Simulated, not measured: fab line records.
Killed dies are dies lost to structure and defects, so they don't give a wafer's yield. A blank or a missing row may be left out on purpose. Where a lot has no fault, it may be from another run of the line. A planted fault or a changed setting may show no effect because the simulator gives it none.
fab line records	flow n5-finfet	part 1 of 2: steps 1 to 16 of 29
record: lots: 5	wafers: 15	last-day: 16
route steps=1938 shown DUMMY_GATE@243 SPACER0@258 SD_EPI_N@262
lots that met no fault: from a run of the same line without faults
start-h: hours from the record's opening day to when the first of the lot's shown wafers began	wait-h: hours from the lot's prior step to this one	" identical to the entry in the row above	L1.1+2: several wafers, shown together as one row	- no value, or no start was given	* or withheld: withheld	< > ~ a bound
route shown NAME@n: NAME is a module with steps in the file, n the number in the route of the first one	usual: mean and standard deviation over wafers with no fault	same: alike in all rows	chamber/n: place in a boat	sites: readings site by site	_std_site: the values' standard deviation	_edge_site: mean of outer sites minus mean of inner sites	radius-mm: for every site, how far away it sits from the centre of the wafer	mask NAME#n: copy n	behind: the tool/chamber that last shaped the wafer	hold: reason for holding the lot/hours on hold/outcome of the hold	device: transistor that didn't switch, given as n, p or np	end of line: the tests these same wafers got at the end of their route	where a step has no rows: the recipe by itself	killed: dies that structure and defects cost at the first sort, which is not the same as the wafer's yield	map: the dies of a wafer, with x for killed, . for not killed, _ for no die there
set.NAME: the run value of the setting; set.NAME@STEP: its run value at that earlier step	model.NAME: the simulator's own value behind a step, which no gauge read
certain route steps with their lots: each step a table, each wafer a row
services: the hour from which a tool's chamber was out of use, counted from the record's first day as start-h (under 0 if before that day), plus the number of hours and why
== steps ==
step: N5_DUMMY_GATE_ETCH_31
recipe: chemistry: C4F6/O2	target: SiO2	mask-material: SOC	target-depth-a: 825	time-s: 27.5	ion-energy-ev: 250	pressure-mtorr: 30	source-w: 345	bias-w: 185	Ar_flow_sccm: 300	C4F6_flow_sccm: 10	O2_flow_sccm: 10
usual: chamber-pressure-mTorr: 30.00/0.031	drypump-motor-current-A: 5.6/0.37	oes_ar_750_au: 0.79/0.088	oes-product-au: 0.79/0.093	rf-vpp-V: 667/14	showerhead-plenum-p-Torr: 2.92/0.047	throttle-valve-pct: 21.06/0.19
lot.wafer	tool	chamber	start-h	wait-h	chamber-pressure-mTorr	drypump-motor-current-A	oes_ar_750_au	oes-product-au	rf-hours-counter-h	rf-vpp-V	showerhead-plenum-p-Torr	throttle-valve-pct
L076.1	rie-diel-01	0	60.06	0.1	30.01	5.7	0.73	0.71	201	651	2.82	21.21
L076.4	"	1	"	"	30.00	5.7	0.88	0.90	21	675	3.00	20.99
L076.5	"	0	"	"	30.04	5.6	0.72	0.71	-	653	2.82	21.19
L081.1	rie-diel-05	1	89.28	0.0	30.01	5.6	0.91	0.93	12	657	2.94	21.09
L081.5	"	1	"	"	30.01	5.6	0.91	0.93	-	657	2.94	21.11
L081.6	"	2	"	"	30.04	5.7	0.67	0.67	-	689	2.90	21.15
L089.1	rie-diel-05	0	137.91	0.0	29.94	5.0	0.73	0.73	200	656	2.96	21.14
L089.3	"	1	"	"	30.01	5.6	0.88	0.87	29	656	2.93	21.11
L089.4	"	2	"	"	29.99	5.7	0.93	0.95	8	689	2.89	20.76
L092.1	rie-diel-04	3	155.63	0.0	29.97	6.1	0.81	0.83	104	693	2.90	20.90
L092.3	"	1	"	"	29.99	4.9	0.75	0.76	156	676	2.92	20.74
L092.6	"	1	"	"	30.02	4.9	0.75	0.76	-	676	2.92	20.71
L093.1	rie-diel-04	0	160.49	0.0	30.02	5.4	0.74	0.75	163	662	2.95	21.18
L093.2	"	3	"	"	30.02	6.1	0.81	0.82	105	693	2.90	20.90
L093.4	"	1	"	"	30.07	4.9	0.75	0.75	157	677	2.92	20.72
step: N5_DUMMY_GATE_STRIP_41
recipe: chemistry: O2	power-w: 400	temp-c: 40	pressure-mtorr: 30	rf-frequency-hz: 6e+07	bias-power-w: 0	overash-fraction: 0.3	o2-flow-sccm: 225
usual: chamber-pressure-mTorr: 29.997/0.028	drypump-motor-current-A: 5.6/0.37	oes-product-au: 0.80/0.098	rf-vpp-V: 3.6/0.45	showerhead-plenum-p-Torr: 2.15/0.035	throttle-valve-pct: 16.52/0.22
lot.wafer	tool	chamber	start-h	wait-h	chamber-pressure-mTorr	drypump-motor-current-A	oes-product-au	rf-hours-counter-h	rf-vpp-V	showerhead-plenum-p-Torr	throttle-valve-pct
L076.1	rie-diel-01	0	60.10	0.0	29.986	5.6	0.70	202	3.5	2.07	16.74
L076.4	"	1	"	"	30.028	5.7	0.91	21	3.2	2.24	16.60
L076.5	"	0	"	"	29.985	5.6	0.71	-	3.7	2.07	16.75
L081.1	rie-diel-05	1	89.33	0.0	29.964	5.6	0.95	12	3.7	2.15	16.42
L081.5	"	1	"	"	29.960	5.6	0.93	-	3.4	2.15	16.41
L081.6	"	2	"	"	29.978	5.7	0.66	-	3.1	2.14	16.74
L089.1	rie-diel-05	0	137.95	0.0	29.991	5.0	0.72	200	3.5	2.17	16.60
L089.3	"	1	"	"	29.994	5.6	0.89	29	3.9	2.14	16.44
L089.4	"	2	"	"	30.015	5.7	0.95	9	3.3	2.13	16.26
L092.1	rie-diel-04	3	155.68	0.0	30.004	6.1	0.83	104	3.7	2.14	16.35
L092.3	"	1	"	"	30.031	4.9	0.75	157	3.7	2.16	16.37
L092.6	"	1	"	"	29.967	5.0	0.75	-	4.0	2.16	16.35
L093.1	rie-diel-04	0	160.54	0.0	29.988	5.4	0.76	163	3.7	2.16	16.59
L093.2	"	3	"	"	29.982	6.1	0.83	105	2.6	2.14	16.36
L093.4	"	1	"	"	30.011	5.0	0.75	157	4.3	2.16	16.35
step: N5_DUMMY_GATE_HM_OPEN_21
recipe: chemistry: CH3F/O2	target: SiNx	target-depth-a: 1200	Ar_flow_sccm: 150	CH3F_flow_sccm: 30	O2_flow_sccm: 23	time-s: 171.4	pressure-mtorr: 30	source-w: 395	bias-w: 73	ion-energy-ev: 120.7
usual: chamber-pressure-mTorr: 30.001/0.029	drypump-motor-current-A: 5.6/0.36	oes_ar_750_au: 0.79/0.087	oes-product-au: 0.79/0.093	rf-vpp-V: 299/6.4	showerhead-plenum-p-Torr: 2.08/0.035	throttle-valve-pct: 16.36/0.19
lot.wafer	tool	chamber	start-h	wait-h	chamber-pressure-mTorr	drypump-motor-current-A	oes_ar_750_au	oes-product-au	rf-hours-counter-h	rf-vpp-V	showerhead-plenum-p-Torr	throttle-valve-pct
L076.1	rie-diel-01	0	60.14	0.0	30.004	5.7	0.73	0.70	202	293	2.00	16.57
L076.4	"	1	"	"	29.965	5.7	0.88	0.89	21	305	2.14	16.30
L076.5	"	0	"	"	29.998	5.6	0.72	0.70	-	292	2.00	16.58
L081.1	rie-diel-05	1	89.37	0.0	29.992	5.6	0.91	0.91	12	293	2.09	16.30
L081.5	"	1	"	"	29.985	5.6	0.91	0.92	-	295	2.09	16.30
L081.6	"	2	"	"	29.987	5.6	0.66	0.66	-	309	2.06	16.55
L089.1	rie-diel-05	0	137.99	0.0	29.931	5.0	0.73	0.74	200	295	2.10	16.43
L089.3	"	1	"	"	29.963	5.6	0.88	0.88	29	293	2.08	16.34
L089.4	"	2	"	"	30.042	5.6	0.92	0.96	9	310	2.05	16.06
L092.1	rie-diel-04	3	155.72	0.0	29.984	6.1	0.82	0.82	104	311	2.06	16.15
L092.3	"	1	"	"	29.973	4.9	0.75	0.74	157	304	2.07	16.14
L092.6	"	1	"	"	30.014	5.0	0.74	0.75	-	305	2.07	16.14
L093.1	rie-diel-04	0	160.58	0.0	30.008	5.4	0.75	0.75	163	296	2.09	16.48
L093.2	"	3	"	"	30.007	6.1	0.81	0.82	105	310	2.06	16.14
L093.4	"	1	"	"	29.999	4.9	0.74	0.76	157	304	2.07	16.14
step: N5_DUMMY_GATE_ETCH_32
recipe: chemistry: CF4	target: SiO2	target-depth-a: 35	time-s: 3.9	ion-energy-ev: 350	pressure-mtorr: 10	icp-w: 800	bias-w: 400	cf4-flow-sccm: 80
usual: chamber-pressure-mTorr: 10.001/0.0089	drypump-motor-current-A: 5.72/0.28	oes-product-au: 1.007/0.021	throttle-valve-pct: 21.73/0.28
lot.wafer	tool	chamber	start-h	wait-h	chamber-pressure-mTorr	drypump-motor-current-A	oes-product-au	rf-hours-counter-h	throttle-valve-pct
L076.1	rie-si-01	3	60.30	0.1	9.996	5.90	1.029	178	22.00
L076.4	"	1	"	"	9.995	5.91	1.028	171	21.26
L076.5	"	2	"	"	10.017	5.73	0.967	-	21.70
L081.1	rie-si-06	0	89.53	0.1	9.997	5.89	0.982	1	21.40
L081.5	"	2	"	"	9.993	5.76	1.017	-	22.00
L081.6	"	1	"	"	9.996	6.13	0.999	-	22.14
L089.1	rie-si-06	1	138.15	0.1	10.008	6.12	1.006	36	22.14
L089.3	"	2	"	"	9.999	5.72	1.015	77	22.02
L089.4	"	0	"	"	10.006	5.90	0.979	2	21.41
L092.1	rie-si-01	3	155.89	0.1	10.006	5.89	1.020	180	22.00
L092.3	"	2	"	"	10.014	5.71	0.975	13	21.70
L092.6	"	0	"	"	9.981	5.22	1.041	-	21.79
L093.1	rie-si-06	0	160.74	0.1	9.998	5.85	0.986	2	21.42
L093.2	"	1	"	"	10.007	6.13	1.000	37	22.13
L093.4	"	3	"	"	10.009	5.45	1.016	26	21.49
step: N5_DUMMY_GATE_ETCH_23
recipe: chemistry: HBr/Cl2/O2	HBr_flow_sccm: 150	Cl2_flow_sccm: 80	O2_flow_sccm: 12	bias-w: 102	target-depth-a: 410	time-s: 22.3	target: poly-Si	mask-material: SiO2	pressure-mtorr: 10	icp-w: 800
usual: chamber-pressure-mTorr: 10.000/0.0095	drypump-motor-current-A: 5.72/0.28	oes-product-au: 1.004/0.02	throttle-valve-pct: 37.1/0.46
lot.wafer	tool	chamber	start-h	wait-h	chamber-pressure-mTorr	drypump-motor-current-A	oes-product-au	rf-hours-counter-h	throttle-valve-pct
L076.1	rie-si-01	3	60.34	0.0	9.998	5.90	1.007	178	37.2
L076.4	"	1	"	"	9.995	5.92	1.013	171	36.4
L076.5	"	2	"	"	9.998	5.70	0.963	-	37.3
L081.1	rie-si-06	0	89.56	0.0	9.991	5.89	0.993	1	36.9
L081.5	"	2	"	"	9.992	5.74	1.006	-	37.9
L081.6	"	1	"	"	9.976	6.11	0.991	-	37.3
L089.1	rie-si-06	1	138.18	0.0	9.990	6.13	0.994	36	37.3
L089.3	"	2	"	"	10.015	5.79	1.024	77	37.9
L089.4	"	0	"	"	10.003	5.88	0.989	2	36.9
L092.1	rie-si-01	3	155.92	0.0	9.996	5.92	1.022	180	37.2
L092.3	"	2	"	"	9.998	5.73	0.969	13	37.3
L092.6	"	0	"	"	10.000	5.23	1.044	-	37.2
L093.1	rie-si-06	0	160.77	0.0	10.009	5.89	0.991	2	36.9
L093.2	"	1	"	"	10.004	6.15	0.991	37	37.3
L093.4	"	3	"	"	10.015	5.46	1.022	26	36.6
step: N5_DUMMY_GATE_ETCH_44
recipe: chemistry: HBr/O2	over-etch-frac: 0.7	target-depth-a: 1275	stop-on: SiO2	ion-energy-ev: 60	bias-w: 20	target: poly-Si	mask-material: SiO2	pressure-mtorr: 20	icp-w: 400	HBr_flow_sccm: 120	O2_flow_sccm: 10
usual: chamber-pressure-mTorr: 20.000/0.018	drypump-motor-current-A: 5.72/0.29	oes-product-au: 0.729/0.012	throttle-valve-pct: 18.45/0.28
lot.wafer	tool	chamber	start-h	wait-h	chamber-pressure-mTorr	drypump-motor-current-A	oes-product-au	rf-hours-counter-h	throttle-valve-pct
L076.1	rie-si-01	3	60.39	0.0	19.984	5.93	0.732	178	18.75
L076.4	"	1	"	"	19.989	5.90	0.714	171	18.09
L076.5	"	2	"	"	19.994	5.68	0.712	-	18.23
L081.1	rie-si-06	0	89.62	0.0	20.040	5.86	0.758	1	18.35
L081.5	"	2	"	"	19.997	5.79	0.738	-	18.87
L081.6	"	1	"	"	20.012	6.11	0.733	-	18.67
L089.1	rie-si-06	1	138.24	0.0	20.003	6.13	0.743	36	18.67
L089.3	"	2	"	"	19.986	5.74	0.719	77	18.85
L089.4	"	0	"	"	20.015	5.89	0.733	2	18.37
L092.1	rie-si-01	3	155.98	0.0	20.022	5.91	0.733	180	18.75
L092.3	"	2	"	"	19.984	5.67	0.717	13	18.23
L092.6	"	0	"	"	20.010	5.22	0.729	-	18.52
L093.1	rie-si-06	0	160.83	0.0	20.011	5.88	0.738	2	18.36
L093.2	"	1	"	"	20.008	6.16	0.719	37	18.65
L093.4	"	3	"	"	19.972	5.43	0.738	26	18.08
step: N5_DUMMY_GATE_CD_MEAS_24
recipe: target-cd-nm: 15
usual: cd-nm: 15.3/0.59
lot.wafer	tool	chamber	start-h	wait-h	cd-nm
L076.1	cd-sem-03	-	60.50	0.1	15.9
L076.4	"	-	"	"	15.1
L076.5	"	-	"	"	13.9
L081.1	cd-sem-02	-	89.73	0.1	14.2
L081.5	"	-	"	"	14.4
L081.6	"	-	"	"	16.3
L089.1	cd-sem-03	-	138.35	0.1	16.2
L089.3	"	-	"	"	15.9
L089.4	"	-	"	"	14.3
L092.1	cd-sem-02	-	156.09	0.1	15.5
L092.3	"	-	"	"	15.5
L092.6	"	-	"	"	15.2
L093.1	cd-sem-01	-	160.94	0.1	15.1
L093.2	"	-	"	"	15.0
L093.4	"	-	"	"	15.4
step: N5_DUMMY_GATE_ETCH_42
recipe: chemistry: CHF3/O2	target: SiO2	target-depth-a: 35	time-s: 31	ion-energy-ev: 30	bias-w: 12	pressure-mtorr: 30	source-w: 600	Ar_flow_sccm: 200	CHF3_flow_sccm: 50	O2_flow_sccm: 5
usual: chamber-pressure-mTorr: 30.000/0.026	drypump-motor-current-A: 5.6/0.36	oes_ar_750_au: 0.78/0.084	oes-product-au: 0.79/0.09	rf-vpp-V: 42.4/1.2	showerhead-plenum-p-Torr: 2.47/0.048	throttle-valve-pct: 18.70/0.19
lot.wafer	tool	chamber	start-h	wait-h	chamber-pressure-mTorr	drypump-motor-current-A	oes_ar_750_au	oes-product-au	rf-hours-counter-h	rf-vpp-V	showerhead-plenum-p-Torr	throttle-valve-pct
L076.1	rie-diel-04	0	60.55	0.0	29.984	5.4	0.77	0.78	132	41.5	2.51	18.76
L076.4	"	3	"	"	30.036	6.1	0.84	0.85	74	44.0	2.47	18.43
L076.5	"	2	"	"	30.022	6.1	0.70	0.70	-	41.6	2.46	19.06
L081.1	rie-diel-05	2	89.78	0.0	29.979	5.8	0.66	0.66	248	42.7	2.45	18.78
L081.5	"	3	"	"	29.994	5.8	0.71	0.72	-	40.4	2.51	18.72
L081.6	"	0	"	"	29.996	5.0	0.75	0.74	-	42.3	2.51	18.71
L089.1	rie-diel-04	3	138.40	0.0	29.995	6.1	0.81	0.83	99	44.5	2.46	18.47
L089.3	"	0	"	"	29.993	5.4	0.74	0.75	156	42.5	2.51	18.82
L089.4	"	0	"	"	30.043	5.4	0.75	0.76	-	41.8	2.51	18.83
L092.1	rie-diel-04	2	156.14	0.0	30.010	6.0	0.69	0.69	247	41.6	2.45	19.08
L092.3	"	0	"	"	29.959	5.4	0.75	0.75	162	41.6	2.50	18.81
L092.6	"	0	"	"	29.983	5.5	0.74	0.75	-	42.2	2.50	18.83
L093.1	rie-diel-01	2	161.23	0.3	30.010	5.8	0.91	0.90	34	43.5	2.37	18.96
L093.2	"	0	"	"	30.021	5.6	0.70	0.69	235	42.9	2.38	18.90
L093.4	"	2	"	"	30.016	5.8	0.90	0.89	-	42.2	2.37	18.95
step: N5_DUMMY_GATE_STRIP_48
recipe: chemistry: N2/H2	time-s: 20	power-w: 100	temp-c: 40	pressure-mtorr: 100	rf-frequency-hz: 6e+07	bias-power-w: 3	n2-flow-sccm: 300	h2-flow-sccm: 300
usual: chamber-pressure-mTorr: 100.02/0.13	drypump-motor-current-A: 5.6/0.36	oes-product-au: 0.79/0.095	rf-vpp-V: 45.4/0.8	showerhead-plenum-p-Torr: 3.44/0.077	throttle-valve-pct: 12.08/0.26
lot.wafer	tool	chamber	start-h	wait-h	chamber-pressure-mTorr	drypump-motor-current-A	oes-product-au	rf-hours-counter-h	rf-vpp-V	showerhead-plenum-p-Torr	throttle-valve-pct
L076.1	rie-diel-04	0	60.60	0.0	100.01	5.4	0.79	132	45.0	3.51	12.08
L076.4	"	3	"	"	99.93	6.1	0.87	74	45.0	3.39	11.59
L076.5	"	2	"	"	100.04	6.0	0.70	-	44.9	3.45	12.56
L081.1	rie-diel-05	2	89.83	0.0	100.11	5.7	0.68	248	45.1	3.44	12.41
L081.5	"	3	"	"	100.05	5.8	0.72	-	45.6	3.44	11.98
L081.6	"	0	"	"	100.05	5.0	0.73	-	45.5	3.49	12.15
L089.1	rie-diel-04	3	138.45	0.0	99.97	6.1	0.84	99	45.7	3.37	11.64
L089.3	"	0	"	"	100.14	5.4	0.77	156	45.3	3.50	12.13
L089.4	"	0	"	"	99.96	5.4	0.76	-	46.4	3.50	12.13
L092.1	rie-diel-04	2	156.19	0.0	99.87	6.0	0.69	247	45.6	3.44	12.62
L092.3	"	0	"	"	100.03	5.4	0.76	162	45.7	3.49	12.15
L092.6	"	0	"	"	100.04	5.4	0.76	-	45.0	3.49	12.15
L093.1	rie-diel-01	2	161.28	0.0	100.14	5.8	0.89	34	45.2	3.30	12.12
L093.2	"	0	"	"	100.14	5.6	0.69	235	45.1	3.31	12.31
L093.4	"	2	"	"	99.91	5.8	0.89	-	45.0	3.30	12.13
step: N5_DUMMY_GATE_PRECLEAN_33
recipe: chemistry: dHF	time-s: 10	dilution: 750:1	temp-c: 25
usual: bath-heat-duty-pct: 6.2/0.71
lot.wafer	tool	chamber	start-h	wait-h	bath-heat-duty-pct
L076.1	wet-bench-03	6	60.69	0.1	5.9
L076.4	"	1	"	"	6.3
L076.5	"	5	"	"	6.3
L081.1	wet-bench-03	6	89.91	0.1	6.6
L081.5	"	2	"	"	5.4
L081.6	"	3	"	"	7.5
L089.1	wet-bench-03	5	138.53	0.1	6.0
L089.3	"	6	"	"	5.2
L089.4	"	7	"	"	6.9
L092.1	wet-bench-03	5	156.27	0.1	5.6
L092.3	"	4	"	"	4.8
L092.6	"	6	"	"	6.3
L093.1	wet-bench-03	1	161.36	0.1	6.5
L093.2	"	5	"	"	6.5
L093.4	"	0	"	"	6.1
step: N5_DUMMY_GATE_PRECLEAN_25
recipe: chemistry: O3/DIW	time-s: 45	temp-c: 22	o3-ppm: 10
usual: bath-heat-duty-pct: 2.3/0.41
lot.wafer	tool	chamber	start-h	wait-h	bath-heat-duty-pct
L076.1	wet-bench-03	6	60.70	0.0	2.5
L076.4	"	1	"	"	2.4
L076.5	"	5	"	"	2.6
L081.1	wet-bench-03	6	89.91	0.0	2.7
L081.5	"	2	"	"	2.6
L081.6	"	3	"	"	2.4
L089.1	wet-bench-03	5	138.54	0.0	1.8
L089.3	"	6	"	"	1.6
L089.4	"	7	"	"	2.5
L092.1	wet-bench-03	5	156.27	0.0	2.1
L092.3	"	4	"	"	2.4
L092.6	"	6	"	"	2.3
L093.1	wet-bench-03	1	161.37	0.0	2.5
L093.2	"	5	"	"	2.4
L093.4	"	0	"	"	2.0
step: N5_DUMMY_GATE_PRECLEAN_51
recipe: chemistry: SC2	time-s: 45	temp-c: 35	mix: 1:1:50
usual: bath-heat-duty-pct: 3.3/0.55
lot.wafer	tool	chamber	start-h	wait-h	bath-heat-duty-pct
L076.1	wet-bench-03	6	60.71	0.0	3.1
L076.4	"	1	"	"	2.7
L076.5	"	5	"	"	3.2
L081.1	wet-bench-03	6	89.93	0.0	3.3
L081.5	"	2	"	"	3.0
L081.6	"	3	"	"	2.4
L089.1	wet-bench-03	5	138.55	0.0	2.4
L089.3	"	6	"	"	2.7
L089.4	"	7	"	"	4.7
L092.1	wet-bench-03	5	156.29	0.0	2.7
L092.3	"	4	"	"	2.5
L092.6	"	6	"	"	4.1
L093.1	wet-bench-03	1	161.38	0.0	2.8
L093.2	"	5	"	"	3.8
L093.4	"	0	"	"	2.7
step: N5_DUMMY_GATE_SRD_26
recipe: dry: ipa-marangoni	time-s: 30	temp-c: 23	rinse-liquid: diw
usual: bath-heat-duty-pct: 3.7/0.51
lot.wafer	tool	chamber	start-h	wait-h	bath-heat-duty-pct
L076.1	wet-bench-03	6	60.72	0.0	4.4
L076.4	"	1	"	"	3.8
L076.5	"	5	"	"	3.7
L081.1	wet-bench-03	6	89.94	0.0	3.4
L081.5	"	2	"	"	3.4
L081.6	"	3	"	"	4.2
L089.1	wet-bench-03	5	138.56	0.0	3.1
L089.3	"	6	"	"	2.9
L089.4	"	7	"	"	3.4
L092.1	wet-bench-03	5	156.30	0.0	3.2
L092.3	"	4	"	"	3.0
L092.6	"	6	"	"	3.6
L093.1	wet-bench-03	1	161.40	0.0	3.6
L093.2	"	5	"	"	3.6
L093.4	"	0	"	"	3.1
step: N5_DUMMY_GATE_UV_OZONE_45
recipe: time-s: 120	pressure-torr: 760	temp-c: 25
lot.wafer	tool	chamber	start-h	wait-h
L076.1+4+5	wet-bench-03	6,1,5	60.74	0.0
L081.1+5+6	wet-bench-03	6,2,3	89.96	0.0
L089.1+3+4	wet-bench-03	5,6,7	138.58	0.0
L092.1+3+6	wet-bench-03	5,4,6	156.32	0.0
L093.1+2+4	wet-bench-03	1,5,0	161.42	0.0
step: N5_DUMMY_GATE_INSPECT_27
recipe: inspect-instrument: brightfield	mode: aei
usual: raw-defect-count: 328/77
lot.wafer	tool	chamber	start-h	wait-h	raw-defect-count
L076.1	defect-inspect-02	-	60.80	0.0	447
L076.4	"	-	"	"	358
L076.5	"	-	"	"	330
L081.1	defect-inspect-01	-	90.02	0.0	295
L081.5	"	-	"	"	406
L081.6	"	-	"	"	324
L089.1	defect-inspect-02	-	138.64	0.0	280
L089.3	"	-	"	"	211
L089.4	"	-	"	"	280
L092.1	defect-inspect-02	-	156.38	0.0	298
L092.3	"	-	"	"	219
L092.6	"	-	"	"	293
L093.1	defect-inspect-02	-	161.47	0.0	208
L093.2	"	-	"	"	245
L093.4	"	-	"	"	318
step: N5_SPACER0_ALD_07
recipe: material: SiNx	target-thk-a: 20	temp-c: 400	ald-precursor-family: SiH2I2	ald-co-reactant: N2/H2-plasma	pressure-torr: 2
usual: heater-power-w: 804/62	susceptor-temp-C: 400.00/0.24
lot.wafer	tool	chamber	start-h	wait-h	heater-power-w	since-wet-clean-h	susceptor-temp-C
L076.1	ald-sin-01	1	60.83	0.0	826	157	400.56
L076.4	"	2	"	"	829	-	399.84
L076.5	"	1	"	"	840	-	400.35
L081.1	ald-sin-01	3	90.06	0.0	780	186	399.94
L081.5	"	3	"	"	781	-	400.24
L081.6	"	1	"	"	822	-	399.67
L089.1	ald-sin-03	3	138.71	0.1	909	328	400.15
L089.3	"	0	"	"	838	328	400.26
L089.4	"	1	"	"	756	328	400.19
L092.1	ald-sin-03	1	156.42	0.0	750	346	399.48
L092.3	"	0	"	"	836	346	399.82
L092.6	"	0	"	"	843	-	400.22
L093.1	ald-sin-01	2	161.51	0.0	812	257	399.98
L093.2	"	0	"	"	667	257	399.88
L093.4	"	2	"	"	812	-	399.88
